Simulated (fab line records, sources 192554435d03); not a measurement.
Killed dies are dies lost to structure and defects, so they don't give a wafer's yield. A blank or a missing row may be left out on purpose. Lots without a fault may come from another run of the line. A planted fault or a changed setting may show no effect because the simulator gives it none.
Which tool did it? | flow n5_finfet | 24 lots, 72 wafers sampled, at 3 steps of a route of 1938

WHAT THE GAUGES READ, wafer by wafer
N5_BEOL_M1_OCD_MEAS_38.
lot  | measured     | on     | trench_depth_nm (nm)
L074 | day 6 07:49  | ocd-02 | 55.8 54.7 54.9
L075 | day 6 14:08  | ocd-02 | 56.2 55.1 54.8
L076 | day 6 17:15  | ocd-01 | 56.0 55.6 55.8
L077 | day 6 21:47  | ocd-02 | 54.9 55.4 57.0
L078 | day 7 05:25  | ocd-01 | 56.7 56.3 57.1
L079 | day 7 08:29  | ocd-01 | 55.4 54.7 54.6
L080 | day 7 12:12  | ocd-01 | 54.0 54.5 56.1
L081 | day 8 07:20  | ocd-02 | 54.4 54.5 56.8
L082 | day 8 10:43  | ocd-01 | 54.2 53.8 55.0
L083 | day 8 14:10  | ocd-01 | 54.8 54.9 54.5
L084 | day 9 00:52  | ocd-02 | 54.9 55.6 55.8
L085 | day 9 07:02  | ocd-01 | 55.9 56.7 55.9
L086 | day 9 12:38  | ocd-02 | 55.5 55.5 56.1
L088 | day 9 18:41  | ocd-01 | 54.4 55.3 55.2
L087 | day 9 22:12  | ocd-02 | 54.8 54.4 53.7
L089 | day 10 02:13 | ocd-01 | 55.0 54.0 54.9
L090 | day 10 01:03 | ocd-02 | 55.3 55.0 55.8
L091 | day 10 07:53 | ocd-01 | 55.2 54.2 54.8
L092 | day 10 19:43 | ocd-01 | 57.0 55.8 56.3
L093 | day 10 22:49 | ocd-02 | 54.9 55.2 55.8
L094 | day 11 08:52 | ocd-02 | 55.9 55.9 56.5
L095 | day 11 10:53 | ocd-01 | 54.0 55.2 54.2
L096 | day 11 21:28 | ocd-01 | 55.6 54.4 54.7
L097 | day 12 00:43 | ocd-01 | 55.2 55.1 56.2

WHICH TOOL RAN EACH LOT (tool, then ch and the chambers of the sampled wafers, then the start)
lot  | N5_BEOL_M1_ETCH_77                 | N5_BEOL_M1_ETCH_41
L074 | rie_diel-01 ch 1,2,3, day 6 07:13  | rie_diel-02 ch 1,2,3, day 6 07:49 or earlier
L075 | rie_diel-03 ch 0,2,3, day 6 13:24  | rie_diel-03 ch 1,2, day 6 14:08 or earlier
L076 | rie_diel-02 ch 0,3, day 6 16:15    | rie_diel-01 ch 0,1, day 6 17:15 or earlier
L077 | rie_diel-02 ch 0,1,2, day 6 18:42  | rie_diel-03 ch 0,2,3, day 6 21:47 or earlier
L078 | rie_diel-02 ch 1,3, day 6 23:37    | rie_diel-01 ch 0,2, day 7 05:25 or earlier
L079 | rie_diel-02 ch 1,2,3, day 7 07:19  | rie_diel-02 ch 0,1,2, day 7 08:29 or earlier
L080 | rie_diel-03 ch 1,2, day 7 10:15    | rie_diel-03 ch 0,1,3, day 7 12:12 or earlier
L081 | rie_diel-02 ch 0,2,3, day 7 23:32  | rie_diel-03 ch 1,3, day 8 07:20 or earlier
L082 | rie_diel-02 ch 1,3, day 8 08:52    | rie_diel-02 ch 0,3, day 8 10:43 or earlier
L083 | rie_diel-03 ch 0,1, day 8 09:10    | rie_diel-02 ch 0,1, day 8 14:10 or earlier
L084 | rie_diel-02 ch 0,1,3, day 8 22:00  | rie_diel-01 ch 1,3, day 9 00:52 or earlier
L085 | rie_diel-01 ch 1,2,3, day 8 22:32  | rie_diel-01 ch 0,2,3, day 9 07:02 or earlier
L086 | rie_diel-01 ch 2,3, day 9 10:37    | rie_diel-01 ch 2,3, day 9 12:38 or earlier
L088 | rie_diel-01 ch 2,3, day 9 18:01    | rie_diel-02 ch 1,2,3, day 9 18:41 or earlier
L087 | rie_diel-02 ch 0,2,3, day 9 19:37  | rie_diel-02 ch 0,2,3, day 9 22:12 or earlier
L089 | rie_diel-01 ch 0,1,2, day 9 20:13  | rie_diel-02 ch 0,3, day 10 02:13 or earlier
L090 | rie_diel-01 ch 0,1,2, day 9 23:25  | rie_diel-01 ch 1,3, day 10 01:03 or earlier
L091 | rie_diel-03 ch 0,2,3, day 10 07:04 | rie_diel-02 ch 0,2,3, day 10 07:53 or earlier
L092 | rie_diel-02 ch 2,3, day 10 17:55   | rie_diel-01 ch 0,2, day 10 19:43 or earlier
L093 | rie_diel-02 ch 2,3, day 10 20:41   | rie_diel-02 ch 1,2,3, day 10 22:49 or earlier
L094 | rie_diel-02 ch 0,2,3, day 11 07:26 | rie_diel-01 ch 1,2,3, day 11 08:52 or earlier
L095 | rie_diel-02 ch 0,1,3, day 11 08:22 | rie_diel-02 ch 0,2,3, day 11 10:53 or earlier
L096 | rie_diel-02 ch 1,2, day 11 17:05   | rie_diel-03 ch 0,2,3, day 11 21:28 or earlier
L097 | rie_diel-01 ch 0,2, day 11 21:59   | rie_diel-03 ch 1,2,3, day 12 00:43 or earlier
- N5_BEOL_M1_ETCH_77: etches underlayer in N2/H2, target depth 6.5 nm, time 5.2 s.
- N5_BEOL_M1_ETCH_41: etches SiCN in CH3F/O2, target depth 31.9 nm, time 57.8 s.

WHAT THE TOOLS THEMSELVES READ (means of the sampled wafers that have a number; where no wafer has one, the mark that the record gives instead)
N5_BEOL_M1_ETCH_77.
lot  | tool        | bias_w (W) | drypump_motor_current_A (A) | etch_rf_on_time_s (s) | oes_product_au (a.u.) | rf_vpp_V (V) | showerhead_plenum_p_Torr (Torr) | throttle_valve_pct (%)
L074 | rie_diel-01 | 150.0      | 5.3                         | 5.07                  | 0.73                  | 524.1        | 2.54                            | 17.62
L075 | rie_diel-03 | 150.3      | 5.9                         | 5.13                  | 0.80                  | 524.4        | 2.61                            | 17.54
L076 | rie_diel-02 | 150.1      | 5.3                         | 5.27                  | 0.62                  | 526.4        | 2.63                            | 17.82
L077 | rie_diel-02 | 149.7      | 5.6                         | 5.11                  | 0.66                  | 522.7        | 2.55                            | 17.88
L078 | rie_diel-02 | 150.2      | 5.5                         | 5.24                  | 0.59                  | 523.2        | 2.54                            | 18.14
L079 | rie_diel-02 | 149.8      | 5.3                         | 5.16                  | 0.63                  | 522.6        | 2.53                            | 18.01
L080 | rie_diel-03 | 150.0      | 6.5                         | 5.26                  | 0.67                  | 527.4        | 2.66                            | 17.82
L081 | rie_diel-02 | 150.2      | 5.4                         | 5.18                  | 0.64                  | 524.8        | 2.58                            | 17.79
L082 | rie_diel-02 | 149.8      | 5.5                         | 5.26                  | 0.58                  | 523.2        | 2.54                            | 18.14
L083 | rie_diel-03 | 150.0      | 6.3                         | 5.20                  | 0.68                  | 524.6        | 2.59                            | 17.69
L084 | rie_diel-02 | 150.0      | 5.6                         | 5.21                  | 0.61                  | 524.2        | 2.59                            | 17.94
L085 | rie_diel-01 | 150.0      | 5.4                         | 5.15                  | 0.71                  | 523.1        | 2.53                            | 17.65
L086 | rie_diel-01 | 150.1      | 5.1                         | 5.07                  | 0.72                  | 521.8        | 2.50                            | 17.55
L088 | rie_diel-01 | 149.8      | 5.1                         | 5.09                  | 0.72                  | 523.1        | 2.50                            | 17.55
L087 | rie_diel-02 | 150.2      | 5.4                         | 5.20                  | 0.64                  | 524.7        | 2.57                            | 17.82
L089 | rie_diel-01 | 150.2      | 5.5                         | 5.08                  | 0.69                  | 526.0        | 2.56                            | 17.71
L090 | rie_diel-01 | 150.4      | 5.5                         | 5.08                  | 0.70                  | 524.2        | 2.56                            | 17.71
L091 | rie_diel-03 | 150.2      | 5.9                         | 5.16                  | 0.75                  | 525.5        | 2.60                            | 17.59
L092 | rie_diel-02 | 150.5      | 5.0                         | 5.18                  | 0.64                  | 523.7        | 2.51                            | 17.90
L093 | rie_diel-02 | 149.9      | 5.0                         | 5.17                  | 0.64                  | 523.6        | 2.51                            | 17.89
L094 | rie_diel-02 | 149.9      | 5.3                         | 5.20                  | 0.63                  | 524.9        | 2.57                            | 17.83
L095 | rie_diel-02 | 150.3      | 5.6                         | 5.27                  | 0.68                  | 524.6        | 2.58                            | 17.81
L096 | rie_diel-02 | 150.0      | 5.6                         | 5.18                  | 0.77                  | 522.0        | 2.48                            | 17.84
L097 | rie_diel-01 | 150.0      | 5.2                         | 5.07                  | 0.69                  | 524.7        | 2.53                            | 17.64

N5_BEOL_M1_ETCH_41.
lot  | tool        | bias_w (W) | drypump_motor_current_A (A) | oes_product_au (a.u.) | rf_vpp_V (V) | showerhead_plenum_p_Torr (Torr) | throttle_valve_pct (%)
L074 | rie_diel-02 | 74.98      | 5.2                         | 0.74                  | 297.3        | 2.00                            | 16.53
L075 | rie_diel-03 | 74.94      | 6.5                         | 0.79                  | 299.4        | 2.09                            | 16.27
L076 | rie_diel-01 | 74.94      | 5.7                         | 0.82                  | 297.7        | 2.05                            | 16.26
L077 | rie_diel-03 | 75.07      | 5.9                         | 0.92                  | 298.7        | 2.05                            | 16.00
L078 | rie_diel-01 | 75.06      | 5.5                         | 0.86                  | 298.3        | 2.07                            | 16.25
L079 | rie_diel-02 | 74.94      | 5.7                         | 0.77                  | 297.7        | 2.00                            | 16.35
L080 | rie_diel-03 | 75.01      | 6.0                         | 0.88                  | 296.7        | 2.02                            | 16.10
L081 | rie_diel-03 | 75.10      | 6.2                         | 0.80                  | 298.0        | 2.05                            | 16.31
L082 | rie_diel-02 | 75.24      | 5.3                         | 0.72                  | 298.1        | 2.06                            | 16.34
L083 | rie_diel-02 | 74.66      | 5.9                         | 0.71                  | 297.2        | 2.01                            | 16.52
L084 | rie_diel-01 | 75.06      | 5.6                         | 0.81                  | 296.7        | 2.02                            | 16.23
L085 | rie_diel-01 | 75.12      | 5.4                         | 0.85                  | 299.5        | 2.03                            | 16.21
L086 | rie_diel-01 | 74.99      | 5.1                         | 0.85                  | 296.1        | 1.97                            | 16.08
L088 | rie_diel-02 | 74.88      | 5.3                         | 0.72                  | 296.4        | 1.99                            | 16.57
L087 | rie_diel-02 | 75.00      | 5.4                         | 0.75                  | 297.4        | 2.02                            | 16.30
L089 | rie_diel-02 | 74.78      | 5.3                         | 0.71                  | 299.3        | 2.06                            | 16.35
L090 | rie_diel-01 | 75.03      | 5.6                         | 0.81                  | 298.1        | 2.01                            | 16.25
L091 | rie_diel-02 | 75.17      | 5.3                         | 0.74                  | 298.2        | 2.02                            | 16.30
L092 | rie_diel-01 | 74.99      | 5.5                         | 0.82                  | 298.6        | 2.06                            | 16.29
L093 | rie_diel-02 | 74.97      | 5.3                         | 0.82                  | 297.0        | 1.99                            | 16.42
L094 | rie_diel-01 | 75.19      | 5.4                         | 0.81                  | 296.4        | 1.99                            | 16.19
L095 | rie_diel-02 | 74.81      | 5.4                         | 0.73                  | 297.6        | 2.02                            | 16.31
L096 | rie_diel-03 | 75.04      | 5.9                         | 0.87                  | 298.2        | 2.03                            | 16.04
L097 | rie_diel-03 | 75.02      | 6.2                         | 0.81                  | 298.8        | 2.06                            | 16.27

THE ANSWER, worked out from the rows above alone
Rule: what is usual is taken from the lots themselves. Put in order of their means at a reading, lots are off if they are a third of the lots or fewer, leave a main group of 4 or more, and stand apart from it by a gap of 3 or more times the standard deviation of the main group's means; of several such gaps the widest counts. A main group whose means are all the same, to the digits that the tables above print for the reading, isn't used. A lot without any number at a reading at which 4 lots or more have one is off too. The other lots that the step has rows for count as sound. The gauges are gone through in route order, then the tools' own readings, and for those a lot's mean is taken as printed above. The first step at which some lot is off is used, and at that step the reading that is off furthest; a lot without a number counts as furthest.
No lot is off at any reading shown: from this, nothing can be told.

WHAT THE SIMULATOR HAD PUT IN
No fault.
